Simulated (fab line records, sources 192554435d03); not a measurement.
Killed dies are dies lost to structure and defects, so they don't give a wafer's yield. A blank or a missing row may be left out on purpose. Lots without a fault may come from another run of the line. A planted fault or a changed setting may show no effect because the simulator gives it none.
A struck lot beside a sound one | flow n5_finfet | 23 steps out of a route of 1938
Sound: wafers L193.2, L193.3, L193.4. Struck: wafers L183.1, L183.4, L183.6. The cause comes at the end.
At each step with rows: each side's tool, then ch and its chambers, then its first start. Under that, the readings that differ: sound wafers | struck wafers | difference of the means | sigmas: that difference in standard deviations of wafers without a fault.
alike: readings whose means differ by less than 2 such deviations, and words and numbers that are the same on both sides. not compared: withheld readings, readings that some wafer has no value for, bounds like >300 that may hide the same value, and numbers for which the record gives no deviation and whose values overlap.
The two part at a step that has a row with sigmas, a row that says differs or no value, or rows on one side only. Numbers that don't overlap but have no deviation are shown without sigmas and don't part them. A reading that every wafer of one side lacks parts them only if that side has two wafers or more.

first, 9 steps without rows for these wafers: N5_BEOL_M1_DEVELOP_10 (develop time 30 s); N5_BEOL_M1_DESCUM_16 (chemistry O2, time 7 s); N5_BEOL_M1_ETCH_74 (etches underlayer in N2/H2, target depth 6.5 nm, time 5.2 s); N5_BEOL_M1_ETCH_63 (etches SiARC in CF4, target depth 15.6 nm, time 26 s); N5_BEOL_M1_ETCH_64 (etches SOC in N2/H2, target depth 75 nm, overetch 15 nm, time 112.5 s); N5_BEOL_M1_STRIP_65 (strips in N2/H2); N5_BEOL_M1_STRIP_75 (strips in N2/H2); N5_BEOL_M1_STRIP_66 (strips in CF4); N5_BEOL_M1_HM_OPEN_17 (chemistry Cl2/BCl3, target TiN, target depth 20 nm, overetch 6 nm).
N5_BEOL_M1_STRIP_19: strips in O2.
  sound on rie_diel-04 ch 0,1,3, day 12 06:27; struck on rie_diel-05 ch 0,1,3, day 9 17:44
  alike: chamber_pressure_mTorr, drypump_motor_current_A, oes_product_au, rf_vpp_V, showerhead_plenum_p_Torr, throttle_valve_pct
  not compared: rf_hours_counter_h
then, 9 steps without rows for these wafers: N5_BEOL_M1_COAT_67 (time 60 s, resist thk 60 nm); N5_BEOL_M1_COAT_68 (time 60 s, resist thk 12 nm); N5_BEOL_M1_COAT_76 (time 60 s, resist thk 5 nm); N5_BEOL_M1_COAT_22 (resist thk 30 nm); N5_BEOL_M1_EBR_24; N5_BEOL_M1_SOFTBAKE_23 (time 60 s); N5_BEOL_M1_EXPOSE_25 (exposes mask V0, defocus 5 nm, target cd 24 nm); N5_BEOL_M1_PEB_26 (peb time 60 s); N5_BEOL_M1_DEVELOP_27 (develop time 30 s).
N5_BEOL_M1_INSPECT_30: inspects for defects (brightfield).
  sound on defect_inspect-01, day 12 07:03; struck on defect_inspect-02, day 9 18:21
  reading          | sound       | struck         | difference | sigmas
  raw_defect_count | 362 468 353 | 1341 1300 1428 | +962       | +10
then, 1 step without rows for these wafers: N5_BEOL_M1_DESCUM_33 (chemistry O2, time 7 s).
N5_BEOL_M4_RC_MEAS_101:
  sound on prober-02 ch 0, day 15 04:00; struck on prober-02 ch 0, day 11 13:32
  alike: DIBL_N, DIBL_P, IOFF_N, IOFF_P, ION_N, ION_P, SS_N, SS_P, VT_N, VT_P
-- the record jumps here: 4 days lie between the struck wafers' starts before and after (it left off in module BEOL_M4 and takes up again in module PASSIVATION, whose first step shown is number 1936 of the route) --
N5_PASSIVATION_PROBE_49:
  the record has rows for the struck wafers here (prober-02, day 15 23:11) and none for the sound ones

WHERE THEY PART
First at N5_BEOL_M1_INSPECT_30; last, within this record, at N5_PASSIVATION_PROBE_49.

WHY: what the simulator had put in
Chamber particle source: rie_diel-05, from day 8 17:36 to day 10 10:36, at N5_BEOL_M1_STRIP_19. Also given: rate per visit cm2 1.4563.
